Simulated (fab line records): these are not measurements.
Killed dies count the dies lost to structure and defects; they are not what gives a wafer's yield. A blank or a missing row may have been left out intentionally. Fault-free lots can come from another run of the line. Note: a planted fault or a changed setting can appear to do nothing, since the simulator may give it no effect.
Lot-split experiment || flow n5 finfet || 21 wafers read across 7 lots, on a route 1938 steps long

## THE SPLIT ITSELF
At N5_HKMG_FIN_COAT_43 (resist thk 90 nm), the setting spin rpm was moved away from the recipe's 1500 rpm on 4 of the 21 wafers read, by -7.1% to -3.3%. For the rest of the wafers, this setting stayed at what the recipe calls for.

## FROM THE SPLIT TO THE READING: what the file shows between them, 6 steps
- N5_HKMG_FIN_EBR_45
- N5_HKMG_FIN_SOFTBAKE_44: time 60 s
- N5_HKMG_FIN_EXPOSE_46: exposes mask NDIPOLE
- N5_HKMG_FIN_PEB_47: peb time 60 s
- N5_HKMG_FIN_DEVELOP_48: develop time 30 s
- N5_HKMG_FIN_DESCUM_53: chemistry O2, time 7.9 s (also split here: time s)

## THE READING
CAR-ArF_of_HKMG_FIN_COAT_43.thk nm (the simulator's own value, which no gauge read), in nm, at N5_HKMG_FIN_ETCH_54 (etches SiARC in CF4, target depth 45.5 nm, time 75.8 s). The file does not state a usual value for it. Across the 17 wafers here that went through the recipe, the average is 51.1 nm and the standard deviation 0.58 nm.

{"wafer": "L074.2", "tool, chamber at the split": "litho track-05, 0", "spin rpm as run, rpm": 1393, "against the recipe": "-7.1%", "CAR-ArF_of_HKMG_FIN_COAT_43.thk nm, nm": 54.2, "against lot-mates on the recipe": "+3.1"}
{"wafer": "L074.3", "tool, chamber at the split": "litho track-05, 0", "spin rpm as run, rpm": 1500, "against the recipe": "recipe", "CAR-ArF_of_HKMG_FIN_COAT_43.thk nm, nm": 50.4, "against lot-mates on the recipe": "-"}
{"wafer": "L074.6", "tool, chamber at the split": "litho track-05, 0", "spin rpm as run, rpm": 1500, "against the recipe": "recipe", "CAR-ArF_of_HKMG_FIN_COAT_43.thk nm, nm": 51.8, "against lot-mates on the recipe": "-"}
{"wafer": "L075.2", "tool, chamber at the split": "litho track-01, 0", "spin rpm as run, rpm": 1500, "against the recipe": "recipe", "CAR-ArF_of_HKMG_FIN_COAT_43.thk nm, nm": 51.2, "against lot-mates on the recipe": "-"}
{"wafer": "L075.3", "tool, chamber at the split": "litho track-01, 0", "spin rpm as run, rpm": 1500, "against the recipe": "recipe", "CAR-ArF_of_HKMG_FIN_COAT_43.thk nm, nm": 51.4, "against lot-mates on the recipe": "-"}
{"wafer": "L075.6", "tool, chamber at the split": "litho track-01, 0", "spin rpm as run, rpm": 1500, "against the recipe": "recipe", "CAR-ArF_of_HKMG_FIN_COAT_43.thk nm, nm": 51.4, "against lot-mates on the recipe": "-"}
{"wafer": "L084.1", "tool, chamber at the split": "litho track-01, 0", "spin rpm as run, rpm": 1500, "against the recipe": "recipe", "CAR-ArF_of_HKMG_FIN_COAT_43.thk nm, nm": 50.6, "against lot-mates on the recipe": "-"}
{"wafer": "L084.5", "tool, chamber at the split": "litho track-01, 0", "spin rpm as run, rpm": 1500, "against the recipe": "recipe", "CAR-ArF_of_HKMG_FIN_COAT_43.thk nm, nm": 50.2, "against lot-mates on the recipe": "-"}
{"wafer": "L084.6", "tool, chamber at the split": "litho track-01, 0", "spin rpm as run, rpm": 1500, "against the recipe": "recipe", "CAR-ArF_of_HKMG_FIN_COAT_43.thk nm, nm": 50, "against lot-mates on the recipe": "-"}
{"wafer": "L085.2", "tool, chamber at the split": "litho track-01, 0", "spin rpm as run, rpm": 1500, "against the recipe": "recipe", "CAR-ArF_of_HKMG_FIN_COAT_43.thk nm, nm": 51.6, "against lot-mates on the recipe": "-"}
{"wafer": "L085.4", "tool, chamber at the split": "litho track-01, 0", "spin rpm as run, rpm": 1500, "against the recipe": "recipe", "CAR-ArF_of_HKMG_FIN_COAT_43.thk nm, nm": 51.6, "against lot-mates on the recipe": "-"}
{"wafer": "L085.6", "tool, chamber at the split": "litho track-01, 0", "spin rpm as run, rpm": 1394, "against the recipe": "-7.1%", "CAR-ArF_of_HKMG_FIN_COAT_43.thk nm, nm": 54.4, "against lot-mates on the recipe": "+2.8"}
{"wafer": "L087.3", "tool, chamber at the split": "litho track-02, 0", "spin rpm as run, rpm": 1450, "against the recipe": "-3.3%", "CAR-ArF_of_HKMG_FIN_COAT_43.thk nm, nm": 53.2, "against lot-mates on the recipe": "+1.0"}
{"wafer": "L087.4", "tool, chamber at the split": "litho track-02, 0", "spin rpm as run, rpm": 1500, "against the recipe": "recipe", "CAR-ArF_of_HKMG_FIN_COAT_43.thk nm, nm": 52.2, "against lot-mates on the recipe": "-"}
{"wafer": "L087.6", "tool, chamber at the split": "litho track-02, 0", "spin rpm as run, rpm": 1450, "against the recipe": "-3.3%", "CAR-ArF_of_HKMG_FIN_COAT_43.thk nm, nm": 53, "against lot-mates on the recipe": "+0.8"}
{"wafer": "L088.1", "tool, chamber at the split": "litho track-01, 0", "spin rpm as run, rpm": 1500, "against the recipe": "recipe", "CAR-ArF_of_HKMG_FIN_COAT_43.thk nm, nm": 50.6, "against lot-mates on the recipe": "-"}
{"wafer": "L088.3", "tool, chamber at the split": "litho track-01, 0", "spin rpm as run, rpm": 1500, "against the recipe": "recipe", "CAR-ArF_of_HKMG_FIN_COAT_43.thk nm, nm": 51, "against lot-mates on the recipe": "-"}
{"wafer": "L088.4", "tool, chamber at the split": "litho track-01, 0", "spin rpm as run, rpm": 1500, "against the recipe": "recipe", "CAR-ArF_of_HKMG_FIN_COAT_43.thk nm, nm": 50.8, "against lot-mates on the recipe": "-"}
{"wafer": "L090.2", "tool, chamber at the split": "litho track-02, 0", "spin rpm as run, rpm": 1500, "against the recipe": "recipe", "CAR-ArF_of_HKMG_FIN_COAT_43.thk nm, nm": 51.2, "against lot-mates on the recipe": "-"}
{"wafer": "L090.3", "tool, chamber at the split": "litho track-02, 0", "spin rpm as run, rpm": 1500, "against the recipe": "recipe", "CAR-ArF_of_HKMG_FIN_COAT_43.thk nm, nm": 51.4, "against lot-mates on the recipe": "-"}
{"wafer": "L090.5", "tool, chamber at the split": "litho track-02, 0", "spin rpm as run, rpm": 1500, "against the recipe": "recipe", "CAR-ArF_of_HKMG_FIN_COAT_43.thk nm, nm": 51.4, "against lot-mates on the recipe": "-"}

FIT RESULTS
A straight line over all 21 wafers: CAR-ArF_of_HKMG_FIN_COAT_43.thk nm changes by -0.472 nm for each +1% of spin rpm; r = -0.89; the points scatter about the line by 0.57 nm.
The same after taking each lot's own level away (the mean of its wafers on the recipe; 21 wafers): -0.393 nm for each +1%; r = -0.95; scatter 0.3 nm.
Per that fit: largest spin rpm move, reading shift of 2.8 nm.
Measured against the standard deviation above, the lots' own levels, which go from 50.27 to 52.20 nm, span 3.3 times it.
In other words, the slope is changed by the lot-to-lot level; the two fits disagree.
Check: +2.56 nm against its lot-mates is what the line predicts for one of the wafers moved furthest among these (-7.1%) when that wafer is left out of the fit. It came out at +3.1 nm against them.

## OTHER SPLITS APPLIED TO THESE WAFERS
Note: prior to the reading, these wafers also went through further splits. Each is held against what the fit with the lots' levels taken away leaves over:
{"other split on the same wafers": "N5_WELL_APT_COAT_02 spin rpm", "wafers away from the commonest value": 6, "r with CAR-ArF_of_HKMG_FIN_COAT_43.thk nm (lot level and that fit taken away)": "+0.16"}
{"other split on the same wafers": "N5_WELL_APT_EXPOSE_05 dose mj", "wafers away from the commonest value": 7, "r with CAR-ArF_of_HKMG_FIN_COAT_43.thk nm (lot level and that fit taken away)": "+0.09"}
{"other split on the same wafers": "N5_DUMMY_GATE_COAT_28 spin rpm", "wafers away from the commonest value": 5, "r with CAR-ArF_of_HKMG_FIN_COAT_43.thk nm (lot level and that fit taken away)": -0.04}
{"other split on the same wafers": "N5_SD_EPI_N_ETCH_45 target depth a", "wafers away from the commonest value": 4, "r with CAR-ArF_of_HKMG_FIN_COAT_43.thk nm (lot level and that fit taken away)": -0.05}
{"other split on the same wafers": "N5_SD_EPI_N_EPI_21 epi growth time s", "wafers away from the commonest value": 6, "r with CAR-ArF_of_HKMG_FIN_COAT_43.thk nm (lot level and that fit taken away)": -0.33}
{"other split on the same wafers": "N5_HKMG_FIN_DESCUM_53 time s", "wafers away from the commonest value": 6, "r with CAR-ArF_of_HKMG_FIN_COAT_43.thk nm (lot level and that fit taken away)": -0.38}

## THE WHOLE CHAIN: every reading that the file lists as answering this split, in the file's order
{"step": "N5_HKMG_FIN_COAT_43", "what it does": "resist thk 90 nm", "reading": "CAR-ArF_of_HKMG_FIN_COAT_43.thk nm (the simulator's own value, which no gauge read)", "change (the file's fit)": "-0.485 nm for each +1% of the setting", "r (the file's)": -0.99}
{"step": "N5_HKMG_FIN_DEVELOP_48", "what it does": "develop time 30 s", "reading": "CAR-ArF_of_HKMG_FIN_COAT_43.thk nm (the simulator's own value, which no gauge read)", "change (the file's fit)": "-0.492 nm for each +1% of the setting", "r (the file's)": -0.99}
{"step": "N5_HKMG_FIN_DESCUM_53", "what it does": "chemistry O2, time 7.9 s", "reading": "CAR-ArF_of_HKMG_FIN_COAT_43.thk nm (the simulator's own value, which no gauge read)", "change (the file's fit)": "-0.392 nm for each +1% of the setting", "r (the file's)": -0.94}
{"step": "N5_HKMG_FIN_ETCH_54", "what it does": "etches SiARC in CF4, target depth 45.5 nm, time 75.8 s", "reading": "CAR-ArF_of_HKMG_FIN_COAT_43.thk nm (the simulator's own value, which no gauge read)", "change (the file's fit)": "-0.401 nm for each +1% of the setting", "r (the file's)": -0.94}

## THE FILE'S OWN FIT
CAR-ArF_of_HKMG_FIN_COAT_43.thk nm changes by -0.401 nm for each +1% of spin rpm, r = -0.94.
